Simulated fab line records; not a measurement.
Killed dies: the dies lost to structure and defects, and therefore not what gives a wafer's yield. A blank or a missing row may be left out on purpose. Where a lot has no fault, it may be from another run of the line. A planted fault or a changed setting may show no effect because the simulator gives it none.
Which tool was responsible? + flow n5Finfet + 69 wafers from 23 lots sampled at 6 of the route's 1938 steps

== WHAT THE GAUGES READ, wafer by wafer ==
Not one reading of a measure or inspect step in the record can be checked against a usual standard deviation.

== TOOL THAT RAN EACH LOT (tool first, then ch and the chambers of the sampled wafers, then the start) ==
| lot  | N5_BEOL_M1_ETCH_63                | N5_BEOL_M1_ETCH_64                | N5_BEOL_M1_STRIP_66               | N5_BEOL_M1_ETCH_41                           | N5_BEOL_M1_ANNEAL_49        | N5_BEOL_M1_SPUTTER_92       |
|------|-----------------------------------|-----------------------------------|-----------------------------------|----------------------------------------------|-----------------------------|-----------------------------|
| L074 | rieDiel-02 ch 0,1, day 6 00:47    | rieDiel-02 ch 0,1, day 6 00:49    | rieDiel-02 ch 0,1, day 6 00:56    | rieDiel-04 ch 1,2, day 6 05:56 or earlier    | pvdSputter-03, day 6 05:56  | pvdSputter-03, day 6 07:10  |
| L075 | rieDiel-04 ch 2,3, day 6 07:01    | rieDiel-04 ch 2,3, day 6 07:02    | rieDiel-04 ch 2,3, day 6 07:10    | rieDiel-02 ch 0,3, day 6 12:24 or earlier    | pvdSputter-03, day 6 12:24  | pvdSputter-03, day 6 13:38  |
| L076 | rieDiel-04 ch 0,2,3, day 6 17:07  | rieDiel-04 ch 0,2,3, day 6 17:08  | rieDiel-04 ch 0,2,3, day 6 17:16  | rieDiel-06 ch 0,1,3, day 6 22:10 or earlier  | pvdSputter-02, day 6 22:10  | pvdSputter-02, day 6 23:25  |
| L077 | rieDiel-04 ch 1,2, day 7 00:37    | rieDiel-04 ch 1,2, day 7 00:39    | rieDiel-04 ch 1,2, day 7 00:47    | rieDiel-02 ch 0,2, day 7 03:01 or earlier    | pvdSputter-03, day 7 03:01  | pvdSputter-03, day 7 04:15  |
| L079 | rieDiel-02 ch 1,2, day 7 05:26    | rieDiel-02 ch 1,2, day 7 05:28    | rieDiel-02 ch 1,2, day 7 05:35    | rieDiel-02 ch 0,2,3, day 7 11:02 or earlier  | pvdSputter-01, day 7 11:02  | pvdSputter-01, day 7 12:17  |
| L080 | rieDiel-06 ch 2,3, day 7 18:41    | rieDiel-06 ch 2,3, day 7 18:43    | rieDiel-06 ch 2,3, day 7 18:50    | rieDiel-04 ch 0,1,2, day 8 00:14 or earlier  | pvdSputter-02, day 8 00:14  | pvdSputter-02, day 8 01:29  |
| L081 | rieDiel-04 ch 0,3, day 7 18:59    | rieDiel-04 ch 0,3, day 7 19:01    | rieDiel-04 ch 0,3, day 7 19:08    | rieDiel-06 ch 0,1,2, day 8 04:52 or earlier  | pvdSputter-01, day 8 04:52  | pvdSputter-01, day 8 06:16  |
| L082 | rieDiel-04 ch 0,1, day 8 07:54    | rieDiel-04 ch 0,1, day 8 07:56    | rieDiel-04 ch 0,1, day 8 08:04    | rieDiel-04 ch 0,1, day 8 13:29 or earlier    | pvdSputter-03, day 8 13:29  | pvdSputter-03, day 8 14:44  |
| L083 | rieDiel-02 ch 0,2,3, day 8 08:14  | rieDiel-02 ch 0,2,3, day 8 08:16  | rieDiel-02 ch 0,2,3, day 8 08:23  | rieDiel-02 ch 0,1,3, day 8 13:15 or earlier  | pvdSputter-01, day 8 13:15  | pvdSputter-01, day 8 14:39  |
| L084 | rieDiel-04 ch 1,2,3, day 8 23:33  | rieDiel-04 ch 1,2,3, day 8 23:35  | rieDiel-04 ch 1,2,3, day 8 23:43  | rieDiel-02 ch 0,1,3, day 9 12:39 or earlier  | pvdSputter-01, day 9 12:39  | pvdSputter-01, day 9 15:08  |
| L085 | rieDiel-02 ch 2,3, day 9 10:56    | rieDiel-02 ch 2,3, day 9 10:58    | rieDiel-02 ch 2,3, day 9 11:06    | rieDiel-04 ch 0,1,2, day 9 17:32 or earlier  | pvdSputter-01, day 9 17:32  | pvdSputter-01, day 9 20:01  |
| L086 | rieDiel-04 ch 0,1,2, day 9 16:38  | rieDiel-04 ch 0,1,2, day 9 16:40  | rieDiel-04 ch 0,1,2, day 9 16:48  | rieDiel-04 ch 1,2,3, day 9 22:20 or earlier  | pvdSputter-03, day 9 22:20  | pvdSputter-03, day 9 23:34  |
| L088 | rieDiel-06 ch 0,2,3, day 9 17:07  | rieDiel-06 ch 0,2,3, day 9 17:09  | rieDiel-06 ch 0,2,3, day 9 17:16  | rieDiel-04 ch 0,1,2, day 10 01:10 or earlier | pvdSputter-03, day 10 01:10 | pvdSputter-03, day 10 02:25 |
| L087 | rieDiel-06 ch 0,2,3, day 9 17:50  | rieDiel-06 ch 0,2,3, day 9 17:52  | rieDiel-06 ch 0,2,3, day 9 17:59  | rieDiel-02 ch 0,2, day 9 22:42 or earlier    | pvdSputter-02, day 9 22:42  | pvdSputter-02, day 9 23:56  |
| L089 | rieDiel-06 ch 0,2, day 9 22:14    | rieDiel-06 ch 0,2, day 9 22:16    | rieDiel-06 ch 0,2, day 9 22:23    | rieDiel-02 ch 1,3, day 10 03:01 or earlier   | pvdSputter-03, day 10 03:01 | pvdSputter-03, day 10 04:15 |
| L090 | rieDiel-06 ch 1,2, day 10 01:05   | rieDiel-06 ch 1,2, day 10 01:07   | rieDiel-06 ch 1,2, day 10 01:14   | rieDiel-02 ch 0,2,3, day 10 09:41 or earlier | pvdSputter-02, day 10 09:41 | pvdSputter-02, day 10 10:55 |
| L091 | rieDiel-02 ch 2,3, day 10 09:40   | rieDiel-02 ch 2,3, day 10 09:41   | rieDiel-02 ch 2,3, day 10 09:49   | rieDiel-04 ch 1,2, day 10 13:16 or earlier   | pvdSputter-02, day 10 13:16 | pvdSputter-02, day 10 14:30 |
| L092 | rieDiel-04 ch 2,3, day 10 15:46   | rieDiel-04 ch 2,3, day 10 15:47   | rieDiel-04 ch 2,3, day 10 15:55   | rieDiel-02 ch 1,3, day 10 22:43 or earlier   | pvdSputter-03, day 10 22:43 | pvdSputter-03, day 10 23:57 |
| L093 | rieDiel-04 ch 0,1,2, day 10 23:57 | rieDiel-04 ch 0,1,2, day 10 23:58 | rieDiel-04 ch 0,1,2, day 11 00:06 | rieDiel-02 ch 1,2, day 11 03:43 or earlier   | pvdSputter-03, day 11 03:43 | pvdSputter-03, day 11 04:58 |
| L094 | rieDiel-02 ch 1,2,3, day 11 07:00 | rieDiel-02 ch 1,2,3, day 11 07:02 | rieDiel-02 ch 1,2,3, day 11 07:10 | rieDiel-02 ch 2,3, day 11 12:31 or earlier   | pvdSputter-01, day 11 12:31 | pvdSputter-01, day 11 13:45 |
| L095 | rieDiel-06 ch 0,1,3, day 11 07:08 | rieDiel-06 ch 0,1,3, day 11 07:10 | rieDiel-06 ch 0,1,3, day 11 07:17 | rieDiel-06 ch 0,2,3, day 11 12:41 or earlier | pvdSputter-03, day 11 12:41 | pvdSputter-03, day 11 13:56 |
| L096 | rieDiel-04 ch 0,2, day 11 11:50   | rieDiel-04 ch 0,2, day 11 11:52   | rieDiel-04 ch 0,2, day 11 11:59   | rieDiel-02 ch 0,1,2, day 12 03:05 or earlier | pvdSputter-03, day 12 03:05 | pvdSputter-03, day 12 04:20 |
| L097 | rieDiel-04 ch 0,2, day 12 03:31   | rieDiel-04 ch 0,2, day 12 03:32   | rieDiel-04 ch 0,2, day 12 03:40   | rieDiel-06 ch 0,1,2, day 12 14:32 or earlier | pvdSputter-03, day 12 14:32 | pvdSputter-03, day 12 15:46 |
- N5_BEOL_M1_ETCH_63: etches SiARC in CF4, target depth 15.6 nm, time 26 s.
- N5_BEOL_M1_ETCH_64: etches SOC in N2/H2, target depth 75 nm, overetch 15 nm, time 112.5 s.
- N5_BEOL_M1_STRIP_66: strips in CF4.
- N5_BEOL_M1_ETCH_41: etches SiCN in CH3F/O2, target depth 31.9 nm, time 57.8 s.
- N5_BEOL_M1_ANNEAL_49: time 240 s.
- N5_BEOL_M1_SPUTTER_92: material Cu, target thk 4.5 nm, time 8.29 s.

== WHAT THE TOOLS THEMSELVES READ (means of the sampled wafers that have a number; where no wafer has one, the mark that the record gives instead) ==
N5_BEOL_M1_ETCH_63. Usual: drypumpMotorCurrentA 5.5 A, standard deviation 0.35; etchRfOnTimeS 26.2 s, standard deviation 0.85; oesProductAu 0.67 a.u., standard deviation 0.073; rfVppV 184.0 V, standard deviation 1.2; showerheadPlenumPTorr 2.15 Torr, standard deviation 0.069; throttleValvePct 15.65 %, standard deviation 0.21.
| lot  | tool       | drypumpMotorCurrentA (A) | etchRfOnTimeS (s) | oesProductAu (a.u.) | rfVppV (V) | showerheadPlenumPTorr (Torr) | throttleValvePct (%) | flag |
|------|------------|--------------------------|-------------------|---------------------|------------|------------------------------|----------------------|------|
| L074 | rieDiel-02 | 5.6                      | 26.3              | 0.61                | 183.7      | 2.14                         | 15.85                |      |
| L075 | rieDiel-04 | 5.6                      | 26.5              | 0.62                | 184.2      | 2.12                         | 15.65                |      |
| L076 | rieDiel-04 | 5.6                      | 26.7              | 0.66                | 183.9      | 2.13                         | 15.62                |      |
| L077 | rieDiel-04 | 5.2                      | 27.5              | 0.59                | 183.2      | 2.09                         | 15.75                |      |
| L079 | rieDiel-02 | 5.9                      | 26.1              | 0.68                | 183.7      | 2.12                         | 15.59                |      |
| L080 | rieDiel-06 | 5.8                      | 25.7              | 0.69                | 184.4      | 2.18                         | 15.50                |      |
| L081 | rieDiel-04 | 5.6                      | 26.4              | 0.69                | 184.0      | 2.15                         | 15.60                |      |
| L082 | rieDiel-04 | 5.4                      | 26.9              | 0.68                | 183.8      | 2.11                         | 15.63                |      |
| L083 | rieDiel-02 | 5.4                      | 25.6              | 0.73                | 184.4      | 2.17                         | 15.64                |      |
| L084 | rieDiel-04 | 5.4                      | 26.4              | 0.60                | 184.0      | 2.12                         | 15.76                |      |
| L085 | rieDiel-02 | 5.7                      | 25.7              | 0.77                | 184.7      | 2.20                         | 15.56                |      |
| L086 | rieDiel-04 | 5.5                      | 27.2              | 0.63                | 182.7      | 2.09                         | 15.68                |      |
| L088 | rieDiel-06 | 5.6                      | 26.0              | 0.67                | 185.3      | 2.21                         | 15.54                |      |
| L087 | rieDiel-06 | 5.6                      | 25.8              | 0.67                | 185.4      | 2.21                         | 15.54                |      |
| L089 | rieDiel-06 | 5.8                      | 25.6              | 0.64                | 184.1      | 2.19                         | 15.66                |      |
| L090 | rieDiel-06 | 5.6                      | 25.5              | 0.69                | 183.3      | 2.11                         | 15.75                |      |
| L091 | rieDiel-02 | 5.8                      | 25.4              | 0.77                | 184.1      | 2.15                         | 15.38                |      |
| L092 | rieDiel-04 | 5.6                      | 26.6              | 0.60                | 184.0      | 2.10                         | 15.71                |      |
| L093 | rieDiel-04 | 5.4                      | 27.2              | 0.63                | 183.0      | 2.08                         | 15.70                |      |
| L094 | rieDiel-02 | 5.8                      | 25.5              | 0.71                | 184.2      | 2.16                         | 15.62                |      |
| L095 | rieDiel-06 | 5.4                      | 25.5              | 0.68                | 185.3      | 2.19                         | 15.62                |      |
| L096 | rieDiel-04 | 5.7                      | 26.8              | 0.67                | 183.7      | 2.08                         | 15.59                |      |
| L097 | rieDiel-04 | 5.7                      | 26.6              | 0.67                | 183.5      | 2.08                         | 15.60                |      |

N5_BEOL_M1_ETCH_64. Usual: drypumpMotorCurrentA 5.5 A, standard deviation 0.35; oesProductAu 0.62 a.u., standard deviation 0.062; rfVppV 524.0 V, standard deviation 2.6; showerheadPlenumPTorr 2.55 Torr, standard deviation 0.099; throttleValvePct 17.87 %, standard deviation 0.22.
| lot  | tool       | drypumpMotorCurrentA (A) | oesProductAu (a.u.) | rfVppV (V) | showerheadPlenumPTorr (Torr) | throttleValvePct (%) | flag |
|------|------------|--------------------------|---------------------|------------|------------------------------|----------------------|------|
| L074 | rieDiel-02 | 5.6                      | 0.57                | 522.7      | 2.52                         | 17.98                |      |
| L075 | rieDiel-04 | 5.6                      | 0.59                | 522.4      | 2.50                         | 17.73                |      |
| L076 | rieDiel-04 | 5.6                      | 0.62                | 523.9      | 2.52                         | 17.77                |      |
| L077 | rieDiel-04 | 5.2                      | 0.57                | 522.2      | 2.48                         | 17.91                |      |
| L079 | rieDiel-02 | 5.9                      | 0.64                | 523.1      | 2.49                         | 17.69                |      |
| L080 | rieDiel-06 | 5.8                      | 0.64                | 524.9      | 2.61                         | 17.81                |      |
| L081 | rieDiel-04 | 5.6                      | 0.65                | 523.7      | 2.53                         | 17.79                |      |
| L082 | rieDiel-04 | 5.4                      | 0.64                | 522.4      | 2.49                         | 17.84                |      |
| L083 | rieDiel-02 | 5.4                      | 0.67                | 524.7      | 2.57                         | 17.95                |      |
| L084 | rieDiel-04 | 5.4                      | 0.57                | 523.5      | 2.52                         | 17.89                |      |
| L085 | rieDiel-02 | 5.7                      | 0.70                | 526.2      | 2.63                         | 17.93                |      |
| L086 | rieDiel-04 | 5.5                      | 0.59                | 521.8      | 2.47                         | 17.84                |      |
| L088 | rieDiel-06 | 5.6                      | 0.62                | 526.3      | 2.64                         | 17.88                |      |
| L087 | rieDiel-06 | 5.6                      | 0.62                | 526.5      | 2.64                         | 17.86                |      |
| L089 | rieDiel-06 | 5.8                      | 0.59                | 525.3      | 2.62                         | 18.00                |      |
| L090 | rieDiel-06 | 5.6                      | 0.64                | 523.8      | 2.50                         | 17.96                |      |
| L091 | rieDiel-02 | 5.8                      | 0.71                | 524.3      | 2.55                         | 17.66                |      |
| L092 | rieDiel-04 | 5.6                      | 0.56                | 522.2      | 2.48                         | 17.79                |      |
| L093 | rieDiel-04 | 5.4                      | 0.59                | 521.4      | 2.46                         | 17.85                |      |
| L094 | rieDiel-02 | 5.8                      | 0.64                | 523.9      | 2.55                         | 17.85                |      |
| L095 | rieDiel-06 | 5.4                      | 0.63                | 525.3      | 2.61                         | 17.92                |      |
| L096 | rieDiel-04 | 5.6                      | 0.63                | 522.3      | 2.45                         | 17.75                |      |
| L097 | rieDiel-04 | 5.6                      | 0.63                | 520.9      | 2.45                         | 17.78                |      |

N5_BEOL_M1_STRIP_66. Usual: drypumpMotorCurrentA 5.5 A, standard deviation 0.35; oesProductAu 0.77 a.u., standard deviation 0.078; rfVppV 271.1 V, standard deviation 1.6; showerheadPlenumPTorr 1.80 Torr, standard deviation 0.057; throttleValvePct 13.63 %, standard deviation 0.23.
| lot  | tool       | drypumpMotorCurrentA (A) | oesProductAu (a.u.) | rfVppV (V) | showerheadPlenumPTorr (Torr) | throttleValvePct (%) | flag |
|------|------------|--------------------------|---------------------|------------|------------------------------|----------------------|------|
| L074 | rieDiel-02 | 5.6                      | 0.72                | 270.7      | 1.80                         | 13.85                |      |
| L075 | rieDiel-04 | 5.6                      | 0.73                | 270.3      | 1.78                         | 13.64                |      |
| L076 | rieDiel-04 | 5.6                      | 0.77                | 271.1      | 1.79                         | 13.59                |      |
| L077 | rieDiel-04 | 5.2                      | 0.71                | 270.5      | 1.76                         | 13.74                |      |
| L079 | rieDiel-02 | 5.9                      | 0.79                | 270.6      | 1.78                         | 13.57                |      |
| L080 | rieDiel-06 | 5.8                      | 0.80                | 272.9      | 1.84                         | 13.51                |      |
| L081 | rieDiel-04 | 5.5                      | 0.82                | 271.5      | 1.80                         | 13.55                |      |
| L082 | rieDiel-04 | 5.4                      | 0.81                | 270.3      | 1.77                         | 13.57                |      |
| L083 | rieDiel-02 | 5.4                      | 0.83                | 271.5      | 1.81                         | 13.59                |      |
| L084 | rieDiel-04 | 5.4                      | 0.71                | 270.6      | 1.78                         | 13.77                |      |
| L085 | rieDiel-02 | 5.7                      | 0.88                | 271.1      | 1.85                         | 13.51                |      |
| L086 | rieDiel-04 | 5.4                      | 0.75                | 269.8      | 1.75                         | 13.66                |      |
| L088 | rieDiel-06 | 5.6                      | 0.78                | 273.3      | 1.85                         | 13.52                |      |
| L087 | rieDiel-06 | 5.6                      | 0.78                | 271.7      | 1.85                         | 13.52                |      |
| L089 | rieDiel-06 | 5.7                      | 0.73                | 271.7      | 1.84                         | 13.64                |      |
| L090 | rieDiel-06 | 5.6                      | 0.80                | 270.0      | 1.77                         | 13.71                |      |
| L091 | rieDiel-02 | 5.8                      | 0.88                | 271.3      | 1.80                         | 13.32                |      |
| L092 | rieDiel-04 | 5.6                      | 0.71                | 269.7      | 1.77                         | 13.71                |      |
| L093 | rieDiel-04 | 5.4                      | 0.74                | 269.9      | 1.75                         | 13.69                |      |
| L094 | rieDiel-02 | 5.8                      | 0.80                | 272.0      | 1.81                         | 13.59                |      |
| L095 | rieDiel-06 | 5.4                      | 0.78                | 271.8      | 1.83                         | 13.56                |      |
| L096 | rieDiel-04 | 5.6                      | 0.79                | 269.8      | 1.75                         | 13.57                |      |
| L097 | rieDiel-04 | 5.7                      | 0.79                | 269.7      | 1.75                         | 13.55                |      |

N5_BEOL_M1_ETCH_41. Usual: drypumpMotorCurrentA 5.6 A, standard deviation 0.38; oesProductAu 0.78 a.u., standard deviation 0.093; rfVppV 297.3 V, standard deviation 1.6; showerheadPlenumPTorr 2.00 Torr, standard deviation 0.06; throttleValvePct 16.37 %, standard deviation 0.21.
| lot  | tool       | drypumpMotorCurrentA (A) | oesProductAu (a.u.) | rfVppV (V) | showerheadPlenumPTorr (Torr) | throttleValvePct (%) | flag |
|------|------------|--------------------------|---------------------|------------|------------------------------|----------------------|------|
| L074 | rieDiel-04 | 5.5                      | 0.72                | 296.7      | 1.94                         | 16.36                |      |
| L075 | rieDiel-02 | 5.4                      | 0.84                | 299.9      | 2.07                         | 16.47                |      |
| L076 | rieDiel-06 | 5.4                      | 0.85                | 299.3      | 2.06                         | 16.31                |      |
| L077 | rieDiel-02 | 5.1                      | 0.79                | 296.0      | 1.99                         | 16.47                |      |
| L079 | rieDiel-02 | 5.4                      | 0.87                | 297.9      | 2.03                         | 16.35                |      |
| L080 | rieDiel-04 | 5.4                      | 0.77                | 296.9      | 1.95                         | 16.37                |      |
| L081 | rieDiel-06 | 5.7                      | 0.81                | 296.8      | 2.01                         | 16.37                |      |
| L082 | rieDiel-04 | 5.4                      | 0.80                | 296.1      | 1.97                         | 16.36                |      |
| L083 | rieDiel-02 | 5.5                      | 0.77                | 297.8      | 2.03                         | 16.52                |      |
| L084 | rieDiel-02 | 5.5                      | 0.76                | 298.4      | 2.02                         | 16.53                |      |
| L085 | rieDiel-04 | 5.5                      | 0.75                | 296.1      | 1.95                         | 16.40                |      |
| L086 | rieDiel-04 | 5.4                      | 0.70                | 297.6      | 1.98                         | 16.46                |      |
| L088 | rieDiel-04 | 5.4                      | 0.74                | 295.2      | 1.94                         | 16.39                |      |
| L087 | rieDiel-02 | 5.5                      | 0.85                | 296.8      | 1.98                         | 16.25                |      |
| L089 | rieDiel-02 | 5.8                      | 0.76                | 297.1      | 2.01                         | 16.44                |      |
| L090 | rieDiel-02 | 5.4                      | 0.82                | 297.9      | 2.02                         | 16.38                |      |
| L091 | rieDiel-04 | 5.5                      | 0.69                | 296.3      | 1.93                         | 16.42                |      |
| L092 | rieDiel-02 | 5.9                      | 0.75                | 298.3      | 2.01                         | 16.46                |      |
| L093 | rieDiel-02 | 5.9                      | 0.77                | 296.0      | 1.97                         | 16.32                |      |
| L094 | rieDiel-02 | 5.8                      | 0.89                | 297.3      | 2.01                         | 16.14                |      |
| L095 | rieDiel-06 | 5.6                      | 0.78                | 298.9      | 2.06                         | 16.25                |      |
| L096 | rieDiel-02 | 5.5                      | 0.85                | 296.3      | 1.98                         | 16.27                |      |
| L097 | rieDiel-06 | 5.7                      | 0.77                | 297.3      | 2.00                         | 16.43                |      |

N5_BEOL_M1_ANNEAL_49. Usual: 802 W for heaterPowerW, sd 88.
| lot  | tool          | heaterPowerW (W) | flag |
|------|---------------|------------------|------|
| L074 | pvdSputter-03 | 709              |      |
| L075 | pvdSputter-03 | 813              |      |
| L076 | pvdSputter-02 | 789              |      |
| L077 | pvdSputter-03 | 746              |      |
| L079 | pvdSputter-01 | 900              |      |
| L080 | pvdSputter-02 | 825              |      |
| L081 | pvdSputter-01 | 886              |      |
| L082 | pvdSputter-03 | 873              |      |
| L083 | pvdSputter-01 | 866              |      |
| L084 | pvdSputter-01 | 846              |      |
| L085 | pvdSputter-01 | 785              |      |
| L086 | pvdSputter-03 | 796              |      |
| L088 | pvdSputter-03 | 708              |      |
| L087 | pvdSputter-02 | 741              |      |
| L089 | pvdSputter-03 | 817              |      |
| L090 | pvdSputter-02 | 791              |      |
| L091 | pvdSputter-02 | 734              |      |
| L092 | pvdSputter-03 | 797              |      |
| L093 | pvdSputter-03 | 742              |      |
| L094 | pvdSputter-01 | 822              |      |
| L095 | pvdSputter-03 | 827              |      |
| L096 | pvdSputter-03 | 815              |      |
| L097 | pvdSputter-03 | 766              |      |

N5_BEOL_M1_SPUTTER_92. Usual: 29.9 % for throttleValvePct, sd 1.1.
| lot  | tool          | throttleValvePct (%) | flag |
|------|---------------|----------------------|------|
| L074 | pvdSputter-03 | 30.6                 |      |
| L075 | pvdSputter-03 | 30.0                 |      |
| L076 | pvdSputter-02 | 30.0                 |      |
| L077 | pvdSputter-03 | 30.0                 |      |
| L079 | pvdSputter-01 | 30.5                 |      |
| L080 | pvdSputter-02 | 29.7                 |      |
| L081 | pvdSputter-01 | 30.9                 |      |
| L082 | pvdSputter-03 | 29.8                 |      |
| L083 | pvdSputter-01 | 30.1                 |      |
| L084 | pvdSputter-01 | 29.6                 |      |
| L085 | pvdSputter-01 | 29.7                 |      |
| L086 | pvdSputter-03 | 29.6                 |      |
| L088 | pvdSputter-03 | 29.7                 |      |
| L087 | pvdSputter-02 | 31.0                 |      |
| L089 | pvdSputter-03 | 30.0                 |      |
| L090 | pvdSputter-02 | 30.1                 |      |
| L091 | pvdSputter-02 | 31.0                 |      |
| L092 | pvdSputter-03 | 30.8                 |      |
| L093 | pvdSputter-03 | 30.0                 |      |
| L094 | pvdSputter-01 | 29.7                 |      |
| L095 | pvdSputter-03 | 30.0                 |      |
| L096 | pvdSputter-03 | 29.0                 |      |
| L097 | pvdSputter-03 | 29.3                 |      |

== THE ANSWER, worked out from the rows above alone ==
Rule: lot off if the mean of its wafers having a number is beyond 3 standard deviations from the usual mean. Also off: a lot with no number at a reading for which 4 or more lots have one. All remaining lots with rows at the step are treated as sound. Order of review: gauges by route order, followed by the tools' own readings, for which a lot's mean as printed above is used. The first step at which some lot is off is used, and at that step the reading that is off furthest; a lot without a number counts as furthest.
No lot is off at any reading shown: from this, nothing can be told.

== WHAT THE SIMULATOR PUT IN ==
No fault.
